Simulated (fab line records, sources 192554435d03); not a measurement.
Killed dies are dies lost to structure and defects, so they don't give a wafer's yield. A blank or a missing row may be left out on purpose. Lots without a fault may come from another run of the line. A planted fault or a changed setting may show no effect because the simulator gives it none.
fab line records | flow n5_finfet | part 2 of 2: steps 23 to 33 of 33
record lots=5 wafers=15 last_day=16
route steps=1938 shown FIN_CUT@181 STI_FIN_REVEAL@183 DUMMY_GATE@212
lots that met no fault: from a run of the same line without faults
start_h: hours from the record's first day to the start of the lot's first wafer shown | wait_h: hours since the lot's step before | " the same as in the row above | L1.1+2: a row that stands for several wafers | - no value, or no start given | * or withheld: withheld | < > ~ a bound
route shown NAME@n: a module of which the file shows steps, and the number in the route of the first | usual: mean/standard deviation of fault-free wafers | same: alike in all rows | chamber/n: place in a boat | sites: the reading at each site | _std_site: their standard deviation | _edge_site: outer sites' mean less inner sites' | radius_mm: how far each site lies from the wafer's centre | mask NAME#n: copy n | behind: the tool/chamber that last shaped the wafer | hold: why the lot was held/for how many hours/how that ended | device: the transistor (n, p or np) that didn't switch | end of line: the same wafers' tests at the end of the route | a step without rows: its recipe alone | killed: dies lost to structure and defects at the first sort, not the wafer's yield | map: a wafer's dies, x killed, . not, _ none there
set.NAME: the setting as run; set.NAME@STEP: as run at that earlier step | model.NAME: the simulator's own value behind a step, which no gauge read
lots at some steps of the route; a table a step, a row a wafer
services: from which hour (start_h, from the record's first day; less than 0 if before it) a tool's chamber was out of use, for how many hours, and why
## steps
# step N5_STI_FIN_REVEAL_SRD_21
# recipe dry=ipa_marangoni time_s=30 temp_c=23 rinse_liquid=diw
# columns lot.wafer tool chamber start_h wait_h
L075.2+4+6 wet_bench-04 4,6,0 43.41 0.0
L076.2+3+5 wet_bench-03 7,0,4 50.24 0.0
L079.2+3+5 wet_bench-02 7,5,0 66.01 0.0
L085.4+5+6 wet_bench-02 2,3,7 105.08 0.0
L093.2+5+6 wet_bench-04 0,3,5 152.40 0.0
# step N5_STI_FIN_REVEAL_OXIDATION_33
# recipe chemistry=O2_PLASMA_REMOTE temp_c=150 time_s=20 pressure_mtorr=1000 source_power_w=2000 o2_flow_sccm=3000
# usual chamber_pressure_mTorr=1000.0/0.91 drypump_motor_current_A=6.35/0.24 heater_power_w=134/7.6
# columns lot.wafer tool chamber start_h wait_h chamber_pressure_mTorr drypump_motor_current_A heater_power_w rf_hours_counter_h
L075.2 plasma_asher-01 0 43.46 0.0 1001.0 6.53 126 32
L075.4 " 1 " " 999.4 6.51 140 -
L075.6 " 1 " " 1000.3 6.51 138 -
L076.2 plasma_asher-01 1 50.29 0.0 997.7 6.51 142 35
L076.3 " 0 " " 998.8 6.51 124 -
L076.5 " 1 " " 999.4 6.51 140 -
L079.2 plasma_asher-01 1 66.06 0.0 1001.0 6.52 140 37
L079.3 " 1 " " 999.5 6.50 139 -
L079.5 " 0 " " 1000.8 6.52 126 -
L085.4 plasma_asher-01 0 105.15 0.0 999.9 6.51 124 -
L085.5 " 0 " " 1002.4 6.51 127 -
L085.6 " 1 " " 998.9 6.51 138 -
L093.2 plasma_asher-01 0 152.44 0.0 1000.9 6.49 127 55
L093.5 " 0 " " 999.8 6.50 129 -
L093.6 " 1 " " 1000.3 6.51 139 -
# step N5_STI_FIN_REVEAL_CLEAN_19
# recipe chemistry=O3/DIW temp_c=25 time_s=120 o3_ppm=10
# usual o3_ppm=9.99/0.096
# columns lot.wafer tool chamber start_h wait_h o3_ppm
L075.2 wet_bench-03 3 43.54 0.1 10.01
L075.4 " 2 " " 10.13
L075.6 " 7 " " 10.15
L076.2 wet_bench-02 1 50.37 0.1 9.92
L076.3 " 5 " " 9.99
L076.5 " 7 " " 10.01
L079.2 wet_bench-03 1 66.15 0.1 10.02
L079.3 " 2 " " 10.07
L079.5 " 0 " " 9.95
L085.4 wet_bench-03 0 105.22 0.1 10.07
L085.5 " 7 " " 10.07
L085.6 " 3 " " 10.06
L093.2 wet_bench-03 1 152.53 0.1 9.90
L093.5 " 2 " " 9.88
L093.6 " 5 " " 9.87
# step N5_STI_FIN_REVEAL_SRD_23
# recipe dry=ipa_marangoni time_s=30 temp_c=23 rinse_liquid=diw
# columns lot.wafer tool chamber start_h wait_h
L075.2+4+6 wet_bench-03 3,2,7 43.58 0.0
L076.2+3+5 wet_bench-02 1,5,7 50.41 0.0
L079.2+3+5 wet_bench-03 1,2,0 66.18 0.0
L085.4+5+6 wet_bench-03 0,7,3 105.26 0.0
L093.2+5+6 wet_bench-03 1,2,5 152.57 0.0
# step N5_STI_FIN_REVEAL_CD_MEAS_22
# recipe target_cd_nm=6.238 pitch_nm=28 polarity=line
# usual cd_nm=6.23/0.3
# columns lot.wafer tool chamber start_h wait_h cd_nm
L075.2 cd_sem-02 - 43.63 0.0 5.79
L075.4 " - " " 5.86
L075.6 " - " " 5.90
L076.2 cd_sem-02 - 50.45 0.0 6.02
L076.3 " - " " 6.27
L076.5 " - " " 6.52
L079.2 cd_sem-03 - 66.23 0.0 6.46
L079.3 " - " " 6.08
L079.5 " - " " 6.63
L085.4 cd_sem-03 - 105.31 0.0 6.09
L085.5 " - " " 6.04
L085.6 " - " " 6.35
L093.2 cd_sem-03 - 152.61 0.0 6.28
L093.5 " - " " 6.43
L093.6 " - " " 5.95
# step N5_STI_FIN_REVEAL_FIN_H_MEAS_10
# usual trench_depth_nm=51.8/0.83
# columns lot.wafer tool chamber start_h wait_h trench_depth_nm
L075.2 ocd-01 - 43.66 0.0 51.9
L075.4 " - " " 53.5
L075.6 " - " " 52.3
L076.2 ocd-02 - 50.48 0.0 51.2
L076.3 " - " " 51.0
L076.5 " - " " 51.4
L079.2 ocd-01 - 66.26 0.0 53.6
L079.3 " - " " 53.4
L079.5 " - " " 52.9
L085.4 ocd-01 - 105.34 0.0 52.4
L085.5 " - " " 52.9
L085.6 " - " " 52.4
L093.2 ocd-02 - 152.64 0.0 51.4
L093.5 " - " " 52.9
L093.6 " - " " 51.7
# step N5_STI_FIN_REVEAL_PRECLEAN_18
# recipe chemistry=SC2 time_s=45 temp_c=35 mix=1:1:50
# columns lot.wafer tool chamber start_h wait_h
L075.2+4+6 wet_bench-04 3,2,7 43.69 0.0
L076.2+3+5 wet_bench-02 5,7,6 50.55 0.1
L079.2+3+5 wet_bench-04 5,6,7 66.29 0.0
L085.4+5+6 wet_bench-04 2,7,0 105.37 0.0
L093.2+5+6 wet_bench-04 0,7,6 152.74 0.1
# step N5_STI_FIN_REVEAL_SRD_28
# recipe dry=ipa_marangoni time_s=30 temp_c=23 rinse_liquid=diw
# columns lot.wafer tool chamber start_h wait_h
L075.2+4+6 wet_bench-04 3,2,7 43.70 0.0
L076.2+3+5 wet_bench-02 5,7,6 50.56 0.0
L079.2+3+5 wet_bench-04 5,6,7 66.30 0.0
L085.4+5+6 wet_bench-04 2,7,0 105.38 0.0
L093.2+5+6 wet_bench-04 0,7,6 152.75 0.0
# step N5_STI_FIN_REVEAL_INSPECT_13
# recipe inspect_instrument=darkfield mode=post_clean
# usual raw_defect_count=12/5.4
# columns lot.wafer tool chamber start_h wait_h raw_defect_count
L075.2 defect_inspect-01 - 43.74 0.0 25
L075.4 " - " " 15
L075.6 " - " " 14
L076.2 defect_inspect-01 - 50.61 0.0 6
L076.3 " - " " 7
L076.5 " - " " 7
L079.2 defect_inspect-01 - 66.34 0.0 8
L079.3 " - " " 20
L079.5 " - " " 7
L085.4 defect_inspect-01 - 105.42 0.0 8
L085.5 " - " " 13
L085.6 " - " " 24
L093.2 defect_inspect-01 - 152.79 0.0 16
L093.5 " - " " 12
L093.6 " - " " 8
# step N5_DUMMY_GATE_PRECLEAN_00
# recipe chemistry=O3/DIW time_s=60 temp_c=22 o3_ppm=10
# usual o3_ppm=10.01/0.09
# columns lot.wafer tool chamber start_h wait_h o3_ppm
L075.2 wet_bench-06 1 43.77 0.0 10.01
L075.4 " 0 " " 10.19
L075.6 " 5 " " 10.20
L076.2 wet_bench-01 4 50.63 0.0 9.97
L076.3 " 2 " " 10.01
L076.5 " 5 " " 9.99
L079.2 wet_bench-06 1 66.37 0.0 9.87
L079.3 " 3 " " 10.17
L079.5 " 5 " " 10.01
L085.4 wet_bench-01 3 105.45 0.0 10.02
L085.5 " 0 " " 9.97
L085.6 " 6 " " 9.95
L093.2 wet_bench-05 5 152.82 0.0 9.90
L093.5 " 1 " " 9.98
L093.6 " 0 " " 9.92
# step N5_DUMMY_GATE_SRD_01
# recipe time_s=30 temp_c=23 rinse_liquid=diw dry=ipa_marangoni
# columns lot.wafer tool chamber start_h wait_h
L075.2+4+6 wet_bench-06 1,0,5 43.79 0.0
L076.2+3+5 wet_bench-01 4,2,5 50.65 0.0
L079.2+3+5 wet_bench-06 1,3,5 66.39 0.0
L085.4+5+6 wet_bench-01 3,0,6 105.47 0.0
L093.2+5+6 wet_bench-05 5,1,0 152.84 0.0
## services
# columns tool chamber start_h hours kind
rie_diel-05 2 11.21 2.5 repair
cmp-02 - 17.71 16.2 repair
remote_plasma-01 - 19.20 0.2 repair
cmp-02 - 35.21 0.3 repair
plasma_asher-02 - 36.20 14.6 pm
ald_sin-01 2 38.54 3.2 repair
ald_sin-01 1 40.54 4.0 repair
rie_si-01 1 48.21 6.2 repair
ald_sin-04 0 54.95 3.0 repair
cmp-01 - 58.60 0.4 repair
wet_bench-06 - 59.52 1.9 pm
rie_diel-02 - 65.60 2.8 pm
cmp-02 - 68.77 4.0 pm
rie_diel-01 3 70.89 5.6 repair
wet_bench-03 - 72.24 1.0 repair
remote_plasma-02 - 97.09 2.0 repair
wet_bench-02 - 98.44 0.9 repair
ald_sin-01 1 99.03 2.6 repair
ald_sin-01 2 127.67 1.4 repair
cmp-01 - 129.25 7.7 pm
wet_bench-01 - 131.33 1.1 repair
rie_diel-05 3 132.65 7.5 repair
rie_diel-01 1 135.00 12.9 repair
fcvd-01 - 136.94 0.5 repair
